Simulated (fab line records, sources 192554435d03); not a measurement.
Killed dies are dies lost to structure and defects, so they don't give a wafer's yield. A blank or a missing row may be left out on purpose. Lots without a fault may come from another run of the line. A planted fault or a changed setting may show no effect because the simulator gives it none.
fab line records | flow n5_finfet
record lots=4 wafers=11 last_day=17
route steps=1938 shown MOL_CONTACT_COAG@520 BEOL_M4@1111 PASSIVATION@1936
lots that met no fault: from a run of the same line without faults
start_h: hours from the record's first day to the start of the lot's first wafer shown | wait_h: hours since the lot's step before | " the same as in the row above | L1.1+2: a row that stands for several wafers | - no value, or no start given | * or withheld: withheld | < > ~ a bound
route shown NAME@n: a module of which the file shows steps, and the number in the route of the first | usual: mean/standard deviation of fault-free wafers | same: alike in all rows | chamber/n: place in a boat | sites: the reading at each site | _std_site: their standard deviation | _edge_site: outer sites' mean less inner sites' | radius_mm: how far each site lies from the wafer's centre | mask NAME#n: copy n | behind: the tool/chamber that last shaped the wafer | hold: why the lot was held/for how many hours/how that ended | device: the transistor (n, p or np) that didn't switch | end of line: the same wafers' tests at the end of the route | a step without rows: its recipe alone | killed: dies lost to structure and defects at the first sort, not the wafer's yield | map: a wafer's dies, x killed, . not, _ none there
set.NAME: the setting as run; set.NAME@STEP: as run at that earlier step | model.NAME: the simulator's own value behind a step, which no gauge read
lots at some steps of the route; a table a step, a row a wafer
services: from which hour (start_h, from the record's first day; less than 0 if before it) a tool's chamber was out of use, for how many hours, and why
## steps
# step N5_MOL_CONTACT_COAG_COAT_02
# recipe resist=CAR-EUV spin_rpm=1500 resist_thk_nm=30
# step N5_MOL_CONTACT_COAG_EBR_04
# recipe solvent=PGMEA ebr_width_mm=1.5
# step N5_MOL_CONTACT_COAG_SOFTBAKE_03
# recipe temp_c=110 time_s=60 resist=CAR-EUV
# step N5_MOL_CONTACT_COAG_EXPOSE_05
# recipe mask_id=CA na=0.33 source_shape=annular sigma_inner=0.4 sigma_outer=0.8 polarization=unpolarized defocus_nm=0 dose_mj=38.25
# step N5_MOL_CONTACT_COAG_PEB_06
# recipe peb_temp_c=100 peb_time_s=60 resist=CAR-EUV
# step N5_MOL_CONTACT_COAG_DEVELOP_07
# recipe develop_time_s=30 developer=TMAH resist=CAR-EUV rinse_liquid=surfactant_rinse dry=air_spin dev_temp_c=23
# step N5_MOL_CONTACT_COAG_DESCUM_13
# recipe chemistry=O2 time_s=7 source_power_w=50 bias_power_w=20 pressure_mtorr=20 rf_frequency_hz=2.712e+07 temp_c=40 resist=CAR-EUV o2_flow_sccm=225
# step N5_MOL_CONTACT_COAG_ETCH_59
# recipe chemistry=N2/H2 target=underlayer target_depth_a=130 mask_material=CAR-EUV time_s=10.4 ion_energy_ev=200 pressure_mtorr=30 source_w=840 bias_w=150 n2_flow_sccm=200 h2_flow_sccm=200 ends=cleared
# step N5_MOL_CONTACT_COAG_ETCH_105
# recipe chemistry=CF4 target=SiARC target_depth_a=156 mask_material=CAR-EUV time_s=26 ion_energy_ev=80 pressure_mtorr=40 source_w=545 bias_w=36 Ar_flow_sccm=100 cf4_flow_sccm=100 ends=cleared
# step N5_MOL_CONTACT_COAG_ETCH_106
# recipe chemistry=N2/H2 target=SOC target_depth_a=800 overetch_a=160 mask_material=SiARC temp_c=40 time_s=120 ion_energy_ev=200 pressure_mtorr=30 source_w=840 bias_w=150 n2_flow_sccm=200 h2_flow_sccm=200
# usual bias_w=150.0/0.44 drypump_motor_current_A=5.9/0.37 oes_product_au=0.71/0.072 rf_vpp_V=523.2/2.3 showerhead_plenum_p_Torr=2.52/0.074 throttle_valve_pct=17.81/0.23
# same time_s=120
# columns lot.wafer tool chamber start_h wait_h bias_w drypump_motor_current_A oes_product_au rf_hours_counter_h rf_vpp_V showerhead_plenum_p_Torr throttle_valve_pct model.etch.depth_nm model.SiARC_of_MOL_CONTACT_COAG_COAT_104.thk_nm model.MOL_CONTACT_COAG.cd_offset_nm
L371.1 rie_diel-01 0 112.21 0.0 150.1 6.1 0.76 76 520.9 2.46 17.54 80.43 6.2 0.2
L371.2 " 2 " " 149.7 6.2 0.66 183 525.0 2.53 17.76 80.26 6.6 0
L371.5 " 1 " " 150.1 6.0 0.63 - 523.8 2.53 17.83 80.14 6.4 -0.2
L379.2 rie_diel-01 3 159.24 0.0 150.0 5.7 0.69 113 521.0 2.46 17.99 79.65 7.4 -0.6
L379.3 " 0 " " 149.6 6.1 0.75 90 522.1 2.46 17.57 80.29 6.4 0
L379.6 " 1 " " 150.5 6.0 0.62 - 521.8 2.52 17.86 80.08 6.4 0
L380.1 rie_diel-01 0 165.66 0.0 150.0 6.0 0.73 92 522.2 2.46 17.56 77.84 7.4 -0.4
L380.2 " 2 " " 150.5 6.2 0.62 200 521.9 2.52 17.79 75.16 7.6 -0.4
L383.4 rie_diel-03 1 187.53 0.0 150.6 6.3 0.84 12 522.7 2.50 17.44 80.28 6.2 0.2
L383.5 " 0 " " 149.6 5.1 0.86 - 523.5 2.50 17.69 80.08 6.2 0.2
L383.6 " 1 " " 149.7 6.4 0.84 - 521.8 2.50 17.44 80.16 6.2 0.2
# step N5_MOL_CONTACT_COAG_STRIP_107
# recipe chemistry=N2/H2 temp_c=40 n2_flow_sccm=200 h2_flow_sccm=200 rf_frequency_hz=6e+07
# step N5_MOL_CONTACT_COAG_STRIP_108
# recipe chemistry=N2/H2 temp_c=40 n2_flow_sccm=200 h2_flow_sccm=200 rf_frequency_hz=6e+07
# step N5_MOL_CONTACT_COAG_CONTACT_ETCH_14
# recipe chemistry=C4F6/O2 target=SiO2 target_depth_a=275 overetch_a=85 mask_material=SOC pressure_mtorr=30 source_w=370 bias_w=185 Ar_flow_sccm=300 C4F6_flow_sccm=16 O2_flow_sccm=10 time_s=20 ion_energy_ev=259.6
# step N5_MOL_CONTACT_COAG_STRIP_109
# recipe chemistry=C4F6/O2 resist=SiARC rf_frequency_hz=6e+07
# step N5_MOL_CONTACT_COAG_ETCH_15
# recipe chemistry=CH3F/O2 target=SiNx target_depth_a=70 mask_material=SOC stop_on=Si:P over_etch_frac=0.75 ion_energy_ev=120 pressure_mtorr=30 source_w=395 bias_w=73 Ar_flow_sccm=150 CH3F_flow_sccm=30 O2_flow_sccm=20
# step N5_MOL_CONTACT_COAG_ETCH_110
# recipe chemistry=CF4/O2 target=Si target_depth_a=25 time_s=8 pressure_mtorr=100 source_w=200 bias_w=12 ion_energy_ev=60 Ar_flow_sccm=100 cf4_flow_sccm=100 O2_flow_sccm=10
# usual bias_w=12.00/0.035 drypump_motor_current_A=5.8/0.37 oes_product_au=0.79/0.085 rf_vpp_V=127.4/1.7 showerhead_plenum_p_Torr=2.21/0.062 throttle_valve_pct=10.72/0.28
# same time_s=8
# columns lot.wafer tool chamber start_h wait_h bias_w drypump_motor_current_A oes_product_au rf_hours_counter_h rf_vpp_V showerhead_plenum_p_Torr throttle_valve_pct model.MOL_CONTACT_COAG.cd_offset_nm
L371.1 rie_diel-01 0 112.40 0.0 11.97 6.1 0.86 76 128.5 2.16 10.37 0.2
L371.2 " 2 " " 12.06 6.2 0.71 183 127.1 2.21 10.75 0
L371.5 " 1 " " 12.00 5.9 0.70 - 127.1 2.20 10.90 -0.2
L379.2 rie_diel-01 3 159.44 0.0 11.96 5.7 0.79 113 126.5 2.16 10.85 -0.4
L379.3 " 0 " " 11.97 6.1 0.84 90 128.2 2.15 10.39 0
L379.6 " 1 " " 12.00 6.0 0.70 - 127.8 2.20 10.95 0
L380.1 rie_diel-01 0 165.86 0.0 11.97 6.1 0.83 92 127.0 2.15 10.43 -0.4
L380.2 " 2 " " 12.06 6.1 0.70 200 128.4 2.21 10.80 -0.4
L383.4 rie_diel-03 1 187.73 0.0 11.99 6.3 0.94 12 126.4 2.19 10.26 0.4
L383.5 " 0 " " 11.95 5.1 0.96 - 130.3 2.19 10.42 0.2
L383.6 " 1 " " 12.03 6.3 0.93 - 127.5 2.19 10.26 0.2
# step N5_MOL_CONTACT_COAG_STRIP_98
# recipe chemistry=N2/H2 power_w=500 temp_c=40 pressure_mtorr=50 rf_frequency_hz=6e+07 overash_fraction=0.3 bias_power_w=8 h2_frac=0.5 n2_flow_sccm=300 h2_flow_sccm=300
# step N5_MOL_CONTACT_COAG_IMPLANT_129
# recipe species=Ge energy_kev=3 dose_cm2=6e+14 tilt_deg=0 rotation_deg=0
# step N5_MOL_CONTACT_COAG_PRECLEAN_111
# recipe chemistry=NF3:NH3 afs_cycles=1 temp_c=30 time_s=20 sublimation_temp_c=180 sublimation_time_s=60 pressure_torr=3 rf_power_w=30
# step N5_MOL_CONTACT_COAG_TI_SIL_19
# recipe material=Ti target_thk_a=42 temp_c=200 chamber_pressure_pa=5 power_w=5000 time_s=15
# step N5_MOL_CONTACT_COAG_ALD_20
# recipe material=TiN target_thk_a=15 temp_c=400 ald_precursor_family=TiCl4 ald_co_reactant=NH3 pulse_time_s=1 purge_time_s=3 co_reactant_purge_time_s=2 co_reactant_pulse_time_s=2 ald_cycles=68 pressure_torr=3
# step N5_MOL_CONTACT_COAG_SIL_ANNEAL_21
# recipe temp_c=550 time_s=60 ambient=N2
# step N5_MOL_CONTACT_COAG_PRE_CLEAN_141
# recipe gas=H2/He time_s=60 temp_c=300
# step N5_MOL_CONTACT_COAG_SPUTTER_143
# recipe material=Co target_thk_a=25 temp_c=25 chamber_pressure_pa=0.2
# step N5_MOL_CONTACT_COAG_CO_FILL_22
# recipe material=Co target_thk_a=200 temp_c=200 precursor=CCTBA/H2 pressure_torr=30
# step N5_MOL_CONTACT_COAG_ANNEAL_113
# recipe temp_c=400 time_s=300 ambient=H2/N2
# step N5_MOL_CONTACT_COAG_PRE_CLEAN_142
# recipe gas=H2/He time_s=60 temp_c=300
# step N5_MOL_CONTACT_COAG_SPUTTER_130
# recipe material=Co target_thk_a=475 temp_c=25 chamber_pressure_pa=0.5 power_w=3000
# step N5_MOL_CONTACT_COAG_PRECLEAN_125
# recipe chemistry=DIW time_s=57.5 temp_c=23
# step N5_MOL_CONTACT_COAG_SRD_126
# recipe dry_time_s=32 dry=n2_spin spin_rpm=1500
# step N5_MOL_CONTACT_COAG_CMP_23
# recipe stop_on=SiO2 t_overpolish_s=1.5 post_cmp_clean=cu_alkaline down_force_psi=2 platen_rpm=50.289 pad_velocity_m_s=1.0006 target_thk_nm=0
# step N5_MOL_CONTACT_COAG_WET_ETCH_26
# recipe target=Co target_depth_nm=13
# step N5_MOL_CONTACT_COAG_WET_ETCH_116
# recipe chemistry=SC1-inhibited target_depth_nm=4.6 dry=ipa_marangoni rinse_time_s=30 rinse_temp_c=23
# step N5_MOL_CONTACT_COAG_ALD_27
# recipe material=SiOC target_thk_a=170 temp_c=400 ald_precursor_family=carbosiloxane ald_co_reactant=H2-plasma pulse_time_s=1.5 time_s=2720 purge_time_s=2 co_reactant_purge_time_s=2 ald_cycles=340 pressure_torr=2
# step N5_MOL_CONTACT_COAG_CMP_28
# recipe stop_on=SiNx t_overpolish_s=0.85 post_cmp_clean=alkaline_brush down_force_psi=4.15 platen_rpm=51.8 pad_velocity_m_s=1.0307 target_thk_nm=14.522
# step N5_BEOL_M4_RC_MEAS_101
# usual DIBL_N=36.3/1.6 DIBL_P=36.5/1.6 IOFF_N=0.163/0.026 IOFF_P=0.22/0.033 ION_N=676/9.9 ION_P=464/6.5 SS_N=71.5/0.5 SS_P=73.3/0.64 VT_N=249.3/2.9 VT_P=-250/3.2
# columns lot.wafer tool chamber start_h wait_h device DIBL_N[mV/V] DIBL_P[mV/V] IOFF_N[nA/um] IOFF_P[nA/um] ION_N[uA/um] ION_P[uA/um] SS_N[mV/dec] SS_P[mV/dec] VT_N[mV] VT_P[mV]
L371.1 prober-01 0 206.22 0.0 - 37.0 36.9 0.160 0.21 692 466 71.8 73.5 249.2 -252
L371.2 " 0 " " - 37.8 38.6 0.189 0.25 680 470 72.1 74.1 245.7 -248
L371.5 " 0 " " - 37.6 37.8 0.175 0.23 687 470 71.6 73.4 247.4 -249
L379.2 prober-01 0 260.99 0.2 - 35.4 34.1 0.133 0.18 671 457 71.2 73.2 250.0 -254
L379.3 " 0 " " - 36.5 35.3 0.158 0.20 678 459 70.6 72.9 247.9 -253
L379.6 " 0 " " - 36.1 35.0 0.145 0.20 672 461 70.6 73.3 249.6 -252
L380.1 prober-02 0 262.35 0.0 - 37.4 38.8 0.184 0.24 686 469 71.9 74.3 248.4 -249
L380.2 " 0 " " np - - - - - - - - - -
L383.4 prober-01 0 278.34 0.5 - 34.5 34.6 0.126 0.15 669 450 71.8 72.4 254.9 -256
L383.5 " 0 " " - 34.4 35.4 0.129 0.17 671 460 72.1 73.2 253.3 -259
L383.6 " 0 " " - 35.0 34.7 0.134 0.15 666 445 71.4 72.9 252.5 -257
# step N5_PASSIVATION_PROBE_49
# usual defect_limited_yield=91.2/1.5 killed_at_M0_to_M3=32/9.6 killed_at_M4_up=13/5.3 killed_at_contacts=13/6.7 killed_at_front_end=42/11 killed_at_other=3.8/2.9 killed_dies=103/17 killed_on_rim=14/4.4 killed_open=67/13 killed_short=35/7.9 sort_bin_5_function=5.2/0.94 sort_bin_6_memory=3.3/0.64 sort_n_pass=1077/17 sort_yield_pct=91.2/1.5
# same gross_dies=1180 killed_at_back_side=0 sort_bin_4_leakage[%]=0 sort_bin_8_speed[%]=0
# columns lot.wafer tool chamber start_h wait_h defect_limited_yield[%] killed_at_M0_to_M3 killed_at_M4_up killed_at_contacts killed_at_front_end killed_at_other killed_dies killed_on_rim killed_open killed_short sort_bin_5_function[%] sort_bin_6_memory[%] sort_n_pass sort_yield_pct[%]
L379.2 prober-02 - 371.22 0.1 83.4 50 8 102 36 0 196 19 69 41 12.7 3.5 984 83.4
L380.1 prober-01 - 376.38 0.0 80.7 27 8 133 57 3 228 71 55 47 16.4 2.9 952 80.7
L380.2 prober-01 - 376.43 0.1 43.5 29 12 577 48 1 667 128 63 42 53.2 3.1 513 43.5
# killed by level:class
L379.2 MOL_CONTACT_COAG:area_etch=85 BEOL_M0_SAQP:geometric_particle:open=20 BEOL_M0_SAQP:geometric_particle:short=17 MOL_CONTACT_COAG:geometric_particle:open=13 FIN_SAQP:geometric_particle:open=9 FIN_SAQP:geometric_particle:short=7 STI_FIN_REVEAL:geometric_particle:open=6 MOL_CONTACT_COAG:geometric_particle:short=4
L380.1 MOL_CONTACT_COAG:area_etch=124 FIN_SAQP:geometric_particle:short=16 FIN_SAQP:geometric_particle:open=12 GATE_CUT:geometric_particle:short=8 DUMMY_GATE:geometric_particle:open=7 BEOL_M2:geometric_particle:open=7 BEOL_M0_SAQP:geometric_particle:short=6 BEOL_M0_SAQP:geometric_particle:open=6
L380.2 MOL_CONTACT_COAG:area_etch=561 FIN_SAQP:geometric_particle:open=14 MOL_CONTACT_COAG:geometric_particle:open=12 GATE_CUT:geometric_particle:short=10 BEOL_M0_SAQP:geometric_particle:short=10 FIN_SAQP:geometric_particle:short=6 BEOL_M4:geometric_particle:open=6 BEOL_M0_SAQP:geometric_particle:open=5
# map L379.2 (x killed, . not)
_________________..x......x..________________
______________.x..x.x..........._____________
___________.......x...xx...........__________
__________.......x....x..x.........x_________
________........x...............x....._______
_______....x.......xx..............x...______
______x...x.........x..x................_____
_____.x.x.x..x...x..x...x................____
____.........xx....x...........x...x......___
___.......x.....x....x.xx........xx....x...__
___......xx.x.......x..x..x...............x__
__.......x..xx........x..x.....x..x........x_
__.....xxx........x...xx..........xx.x......_
_.....xx.xx.....x..x...xxx..x..x....xx.......
_....x.x...........x...x.......x......x......
_....xxxxxx..........xx.xx.xx.........x.....x
_.....xxx...........xx.x.....................
_x.......x.........xxxxxx...xx.............xx
_..........x....x...xx.x.........x........x..
_...x......x.....x..x...x.x.....x.........x..
_.x.......x....x.....x..x.xx.................
__............x.....xx...xx.x..x......x...x._
__..x........x...xxxx..x...x................_
___.x............x...xxx.x......x..........__
___...............xxx...................x.x__
____....x......xx..x....................x.___
_____x......x...x.x.x....x............x..____
______........x......x.....x...........x_____
_______..x..........x..x...............______
________x...........x..............x.._______
__________...x.........x......x....._________
___________........x...............__________
______________........x.....x..._____________
_________________............________________
# map L380.2 (x killed, . not)
_________________x.xxxxxxxxxx________________
______________xx.xxxxxxxxxxxxxxx_____________
___________xxxxxxxxxxxxxxxxxxxxxxxx__________
__________xxxxxxxx.xxxxxxxxxxxxxxxxx_________
________xxxxxxx.x.xxxxxxxxxxx.xxxxxxxx_______
_______xxxxxx.x.x..xxxxxxxxxxxxxx.x.xxx______
______xxxxx..x..xx.xxxxxxxxx.xx......xxx_____
_____xxxxx.x.....xx.xxxxxxx.x......x...xx____
____xxx.x.x.....xxxxxxxxxxxxx.xx..xx.....x___
___xxxxxx.........xxxxxxx.xx..........xx.x.__
___.xxx.........x...xxxxxxxx.x.x..x.xx..xxx__
__xxx..........xx.x.xxxxxx.xx.............x._
__xxxxx.....x..xx..x.xxxxx..xx...x.......xxx_
_xxxx.xx..x.x..xx.....x...xx.x.........x...xx
_xxxxxx...x..x.....x.xx.xxx.......x...x.x..xx
_xxxxxxx.xx...xx..xx..xx.xx.x...........x..xx
_xxxx....x..xx.x...x.x...xx.x.........xxx.xxx
_xxxxxxxxx.x.x.xx.x..x........x...x.....xx..x
_xxx.xxxxxxx.x.xxx.x..x........x...xx..xx.xxx
_x..xxxxxxxx.xx.xxxx.....x..............xxxxx
_....xxxx.xxxxxxxxxx...x..x.....x.......xxxxx
__x.x.xxxxxxxxxxxxxx.x...........x.x.x..xxxx_
__.....xxxxx.x.x.x..x...x.x.xx......x.xxxxxx_
___..x.xxxxxxx.x..xx....x.xxx.xx...xxxxxx.x__
___xxxxxx....x.xxx.xxxx......x.xxx.xxxxxxxx__
____....xx...x....xxx.....x.x....xx.xxxxxx___
_____...x..x..x...xxxxxx..x......xxxxxxxx____
______xx.x....x.....xxx.xx.xxxx.x.xxxxxx_____
_______.x.....xx.x.xx.....x.xxxxxxxxxxx______
________x..xx...x.xx.x.x..x.xxx.xxxxxx_______
__________x...x..x...xx.x.xxxxxxxxxx_________
___________x......x......xxxxxxxxxx__________
______________xx.xx.xx.xxxx.xxxx_____________
_________________.xxxxxxxxxxx________________
## services
# columns tool chamber start_h hours kind
rie_diel-03 2 88.25 5.0 repair
rie_diel-03 1 136.58 - clean
rie_diel-03 1 136.58 - consumable_replace:focus_ring
rie_diel-03 1 136.58 23.6 scheduled_down
rie_diel-03 1 136.58 23.6 vent_cycle
rie_diel-03 0 160.31 - clean
rie_diel-03 0 160.31 - consumable_replace:focus_ring
rie_diel-03 0 160.31 19.5 scheduled_down
rie_diel-03 0 160.31 19.5 vent_cycle
## key
first_sign step=N5_PASSIVATION_PROBE_49 reading=killed_at_contacts direction=up sigmas=39 usual=13 struck=271
effect step=N5_PASSIVATION_PROBE_49 reading=sort_bin_5_function direction=up sigmas=24 usual=5.2 struck=27.4
model_effect step=N5_MOL_CONTACT_COAG_ETCH_106 value=etch.depth_nm without=79.87 struck=77.55
model_effect step=N5_MOL_CONTACT_COAG_ETCH_110 value=MOL_CONTACT_COAG.cd_offset_nm without=0 struck=-0.4
more_kills_born_at N5_MOL_CONTACT_COAG_ETCH_106@rie_diel-01=770
met_at N5_MOL_CONTACT_COAG_ETCH_106
struck_wafers L379.2,L380.1,L380.2
onset_between 112.21 159.24
fault kind=process_parameter_drift tool=rie_diel-01 chamber=- onset_h=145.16 steps=N5_MOL_CONTACT_COAG_ETCH_106 channel=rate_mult offset=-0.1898 shape=step end_h=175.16 scope=struck_wafers_only
